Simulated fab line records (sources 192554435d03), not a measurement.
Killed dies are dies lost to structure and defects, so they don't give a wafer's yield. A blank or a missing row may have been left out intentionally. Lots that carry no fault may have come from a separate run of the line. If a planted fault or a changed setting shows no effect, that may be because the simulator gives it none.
Matching of chambers :: flow n5_finfet :: N5_GATE_CUT_HM_DEP_46 on pecvd-02: 3 sister chambers
The step deposits SiO2 from TEOS/O2, target thk 130 nm, time 26.6 s. 24 wafers are shown with their chamber, then 12 later ones without.

== WAFERS WITH THEIR CHAMBER ==
wafer: L074.4
chamber: 2
throttle_valve_pct (%): 18.3
showerhead_plenum_p_Torr (Torr): 8.28
heater_power_w (W): 510

wafer: L074.5
chamber: 0
throttle_valve_pct (%): 19.9
showerhead_plenum_p_Torr (Torr): 8.31
heater_power_w (W): 538

wafer: L074.6
chamber: 1
throttle_valve_pct (%): 20.9
showerhead_plenum_p_Torr (Torr): 8.36
heater_power_w (W): 485

wafer: L079.1
chamber: 1
throttle_valve_pct (%): 20.7
showerhead_plenum_p_Torr (Torr): 8.37
heater_power_w (W): 480

wafer: L079.2
chamber: 2
throttle_valve_pct (%): 18.5
showerhead_plenum_p_Torr (Torr): 8.31
heater_power_w (W): 452

wafer: L079.3
chamber: 0
throttle_valve_pct (%): 19.9
showerhead_plenum_p_Torr (Torr): 8.31
heater_power_w (W): 491

wafer: L079.4
chamber: 1
throttle_valve_pct (%): 20.8
showerhead_plenum_p_Torr (Torr): 8.37
heater_power_w (W): 480

wafer: L079.5
chamber: 0
throttle_valve_pct (%): 19.6
showerhead_plenum_p_Torr (Torr): 8.30
heater_power_w (W): 478

wafer: L079.6
chamber: 2
throttle_valve_pct (%): 18.6
showerhead_plenum_p_Torr (Torr): 8.32
heater_power_w (W): 449

wafer: L081.3
chamber: 2
throttle_valve_pct (%): 18.4
showerhead_plenum_p_Torr (Torr): 8.28
heater_power_w (W): 460

wafer: L081.4
chamber: 0
throttle_valve_pct (%): 19.6
showerhead_plenum_p_Torr (Torr): 8.31
heater_power_w (W): 546

wafer: L081.5
chamber: 1
throttle_valve_pct (%): 20.5
showerhead_plenum_p_Torr (Torr): 8.38
heater_power_w (W): 521

wafer: L083.3
chamber: 1
throttle_valve_pct (%): 20.7
showerhead_plenum_p_Torr (Torr): 8.37
heater_power_w (W): 510

wafer: L083.4
chamber: 1
throttle_valve_pct (%): 20.6
showerhead_plenum_p_Torr (Torr): 8.37
heater_power_w (W): 523

wafer: L083.5
chamber: 2
throttle_valve_pct (%): 18.5
showerhead_plenum_p_Torr (Torr): 8.32
heater_power_w (W): 531

wafer: L084.4
chamber: 0
throttle_valve_pct (%): 20.1
showerhead_plenum_p_Torr (Torr): 8.30
heater_power_w (W): 443

wafer: L084.5
chamber: 1
throttle_valve_pct (%): 20.9
showerhead_plenum_p_Torr (Torr): 8.34
heater_power_w (W): 505

wafer: L084.6
chamber: 2
throttle_valve_pct (%): 18.6
showerhead_plenum_p_Torr (Torr): 8.32
heater_power_w (W): 511

wafer: L085.1
chamber: 0
throttle_valve_pct (%): 19.8
showerhead_plenum_p_Torr (Torr): 8.28
heater_power_w (W): 422

wafer: L085.2
chamber: 1
throttle_valve_pct (%): 20.7
showerhead_plenum_p_Torr (Torr): 8.37
heater_power_w (W): 492

wafer: L085.3
chamber: 2
throttle_valve_pct (%): 18.3
showerhead_plenum_p_Torr (Torr): 8.30
heater_power_w (W): 521

wafer: L085.4
chamber: 0
throttle_valve_pct (%): 19.9
showerhead_plenum_p_Torr (Torr): 8.29
heater_power_w (W): 433

wafer: L085.5
chamber: 1
throttle_valve_pct (%): 20.5
showerhead_plenum_p_Torr (Torr): 8.38
heater_power_w (W): 505

wafer: L085.6
chamber: 2
throttle_valve_pct (%): 18.4
showerhead_plenum_p_Torr (Torr): 8.30
heater_power_w (W): 521

SIGNATURES (means of the wafers above)
reading: throttle_valve_pct
chamber 0: 19.829
chamber 1: 20.700
chamber 2: 18.450
scatter within a chamber: 0.15

reading: showerhead_plenum_p_Torr
chamber 0: 8.3000
chamber 1: 8.3678
chamber 2: 8.3038
scatter within a chamber: 0.0137

reading: heater_power_w
chamber 0: 478.71
chamber 1: 500.11
chamber 2: 494.38
scatter within a chamber: 34.7
Rule: a wafer's distance from a chamber is the root of the sum, over the readings, of the square of ((its reading less the chamber's mean) divided by the reading's scatter). If the next closest chamber is less than 2 further off than the closest, the wafer can't be placed; otherwise it belongs to the closest. The scatter: the root of (the sum of the squares of (reading less its chamber's mean) over the shown wafers, divided by (wafers less chambers)).

== WAFERS MISSING THEIR CHAMBER ==
wafer: L088.1
throttle_valve_pct (%): 21.0
showerhead_plenum_p_Torr (Torr): 8.37
heater_power_w (W): 483

wafer: L088.4
throttle_valve_pct (%): 20.9
showerhead_plenum_p_Torr (Torr): 8.38
heater_power_w (W): 491

wafer: L088.5
throttle_valve_pct (%): 18.8
showerhead_plenum_p_Torr (Torr): 8.31
heater_power_w (W): 518

wafer: L090.1
throttle_valve_pct (%): 18.8
showerhead_plenum_p_Torr (Torr): 8.31
heater_power_w (W): 460

wafer: L090.2
throttle_valve_pct (%): 21.0
showerhead_plenum_p_Torr (Torr): 8.36
heater_power_w (W): 485

wafer: L090.3
throttle_valve_pct (%): 19.8
showerhead_plenum_p_Torr (Torr): 8.28
heater_power_w (W): 542

wafer: L090.4
throttle_valve_pct (%): 20.9
showerhead_plenum_p_Torr (Torr): 8.36
heater_power_w (W): 511

wafer: L090.5
throttle_valve_pct (%): 19.6
showerhead_plenum_p_Torr (Torr): 8.29
heater_power_w (W): 523

wafer: L090.6
throttle_valve_pct (%): 18.8
showerhead_plenum_p_Torr (Torr): 8.32
heater_power_w (W): 464

wafer: L093.3
throttle_valve_pct (%): 19.9
showerhead_plenum_p_Torr (Torr): 8.29
heater_power_w (W): 445

wafer: L093.4
throttle_valve_pct (%): 18.9
showerhead_plenum_p_Torr (Torr): 8.30
heater_power_w (W): 523

wafer: L093.6
throttle_valve_pct (%): 20.8
showerhead_plenum_p_Torr (Torr): 8.38
heater_power_w (W): 490

== THE CHAMBER EACH PASSED THROUGH ==
wafer: L088.1
from the rows above: 1
in truth: 1

wafer: L088.4
from the rows above: 1
in truth: 1

wafer: L088.5
from the rows above: 2
in truth: 2

wafer: L090.1
from the rows above: 2
in truth: 2

wafer: L090.2
from the rows above: 1
in truth: 1

wafer: L090.3
from the rows above: 0
in truth: 0

wafer: L090.4
from the rows above: 1
in truth: 1

wafer: L090.5
from the rows above: 0
in truth: 0

wafer: L090.6
from the rows above: 2
in truth: 2

wafer: L093.3
from the rows above: 0
in truth: 0

wafer: L093.4
from the rows above: 2
in truth: 2

wafer: L093.6
from the rows above: 1
in truth: 1
Correctly placed: 12 of 12. Can't be placed from these rows: 0. 0 placed wrongly.
